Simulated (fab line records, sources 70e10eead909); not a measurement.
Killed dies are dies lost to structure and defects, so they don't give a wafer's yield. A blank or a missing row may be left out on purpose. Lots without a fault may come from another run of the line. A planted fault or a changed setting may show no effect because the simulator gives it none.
Which tool did it? | flow nand_harc | 13 lots, 39 wafers sampled, at 2 steps of a route of 1159

WHAT THE GAUGES READ, wafer by wafer
NHARC_THIN_TSV_CD_MEAS_12: target cd 1000 nm. Usual: cd_nm 999.6 nm, standard deviation 1.6.
lot  | measured     | on        | cd_nm (nm)           | flag
L262 | day 18 04:28 | cd_sem-01 | 997.7 999.3 998.6    |
L263 | day 19 02:36 | cd_sem-01 | 996.7 997.9 996.9    |
L264 | day 19 03:55 | cd_sem-03 | 998.2 1001.3 999.6   |
L265 | day 19 05:05 | cd_sem-03 | 998.9 1000.4 1000.6  |
L267 | day 19 08:42 | cd_sem-01 | 1000.2 999.3 1000.6  |
L269 | day 20 00:45 | cd_sem-03 | 997.3 999.2 998.2    |
L270 | day 20 23:07 | cd_sem-01 | 1000.3 1002.3 1001.7 |
L274 | day 21 16:30 | cd_sem-01 | 999.5 998.3 998.5    |
L273 | day 22 07:15 | cd_sem-02 | 998.7 999.1 1001.5   |
L280 | day 23 04:22 | cd_sem-03 | 999.6 998.8 999.6    |
L282 | day 23 15:28 | cd_sem-03 | 997.5 997.0 997.2    |
L284 | day 24 00:24 | cd_sem-03 | 1000.7 999.3 997.0   |
L283 | day 24 06:35 | cd_sem-03 | 1000.5 1001.3 998.5  |

WHICH TOOL RAN EACH LOT (tool, then ch and the chambers of the sampled wafers, then the start)
lot  | NHARC_A_BONDPAD_ANNEAL_28
L262 | rtp_anneal-01 ch 0, day 17 12:05
L263 | rtp_anneal-01 ch 0, day 18 07:52
L264 | rtp_anneal-01 ch 0, day 18 09:37
L265 | rtp_anneal-02 ch 0, day 18 10:13
L267 | rtp_anneal-02 ch 0, day 18 20:34
L269 | rtp_anneal-01 ch 0, day 19 09:17
L270 | rtp_anneal-02 ch 0, day 20 10:39
L274 | rtp_anneal-02 ch 0, day 21 02:45
L273 | rtp_anneal-02 ch 0, day 21 17:22
L280 | rtp_anneal-01 ch 0, day 22 16:26
L282 | rtp_anneal-01 ch 0, day 23 00:25
L284 | rtp_anneal-02 ch 0, day 23 12:11
L283 | rtp_anneal-02 ch 0, day 23 17:14
- NHARC_A_BONDPAD_ANNEAL_28: time 90 s.

WHAT THE TOOLS THEMSELVES READ (means of the sampled wafers that have a number; where no wafer has one, the mark that the record gives instead)
NHARC_A_BONDPAD_ANNEAL_28. Usual: wafer_temp_C_max 225.95, standard deviation 0.24.
lot  | tool          | wafer_temp_C_max | flag
L262 | rtp_anneal-01 | 225.81           |
L263 | rtp_anneal-01 | 226.31           |
L264 | rtp_anneal-01 | 225.77           |
L265 | rtp_anneal-02 | 225.81           |
L267 | rtp_anneal-02 | 225.88           |
L269 | rtp_anneal-01 | 225.65           |
L270 | rtp_anneal-02 | 226.08           |
L274 | rtp_anneal-02 | 226.08           |
L273 | rtp_anneal-02 | 226.28           |
L280 | rtp_anneal-01 | 225.83           |
L282 | rtp_anneal-01 | 225.87           |
L284 | rtp_anneal-02 | 225.61           |
L283 | rtp_anneal-02 | 225.92           |

THE ANSWER, worked out from the rows above alone
Rule: a lot is off if the mean of its wafers that have a number lies more than 3 standard deviations from the usual mean. A lot without any number at a reading at which 4 lots or more have one is off too. The other lots that the step has rows for count as sound. The gauges are gone through in route order, then the tools' own readings, and for those a lot's mean is taken as printed above. The first step at which some lot is off is used, and at that step the reading that is off furthest; a lot without a number counts as furthest.
No lot is off at any reading shown: from this, nothing can be told.

WHAT THE SIMULATOR HAD PUT IN
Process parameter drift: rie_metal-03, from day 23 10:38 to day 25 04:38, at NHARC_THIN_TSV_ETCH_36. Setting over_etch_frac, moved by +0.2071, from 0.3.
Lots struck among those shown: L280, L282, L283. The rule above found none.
